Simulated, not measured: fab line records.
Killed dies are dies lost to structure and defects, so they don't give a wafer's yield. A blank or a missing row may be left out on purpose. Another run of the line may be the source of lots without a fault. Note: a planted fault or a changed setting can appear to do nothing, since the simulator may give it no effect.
Matching of chambers    flow n5-finfet    N5_BEOL_M7_ETCH_65 on rie-diel-06 has 4 sister chambers
The step etches SiARC in CF4, target depth 15.6 nm, time 26 s. 4 wafers are shown with their chamber, then 7 later ones without.

## EACH WAFER AND ITS CHAMBER
wafer   chamber  drypump-motor-current-A (A)
L086.1  3        5.7
L086.3  1        5.1
L089.2  0        6.2
L089.4  2        5.0

## WAFERS WHOSE CHAMBER IS MISSING
wafer   drypump-motor-current-A (A)
L089.5  5.7
L092.1  5.7
L092.2  6.2
L092.3  4.9
L095.1  5.7
L095.3  5.0
L095.6  5.0

## EACH ONE'S CHAMBER
wafer   from the rows above  in truth
L089.5  3                    3
L092.1  3                    3
L092.2  0                    0
L092.3  2                    2
L095.1  3                    3
L095.3  2                    2
L095.6  2                    2
7 of 7 placed correctly. Number that these rows cannot place: 0. Placed wrongly: 0.
How it was worked out, from the rows above alone: a wafer's distance from a chamber is the root of the sum, over the readings, of the square of ((its reading less the chamber's mean) divided by the reading's scatter). If the next closest chamber is less than 2 further off than the closest, the wafer can't be placed; otherwise it belongs to the closest. For every chamber, the mean is computed from those of its wafers that are shown. The scatter: root of mean squared gap, hidden wafer to nearest shown wafer, with one shown wafer a chamber.
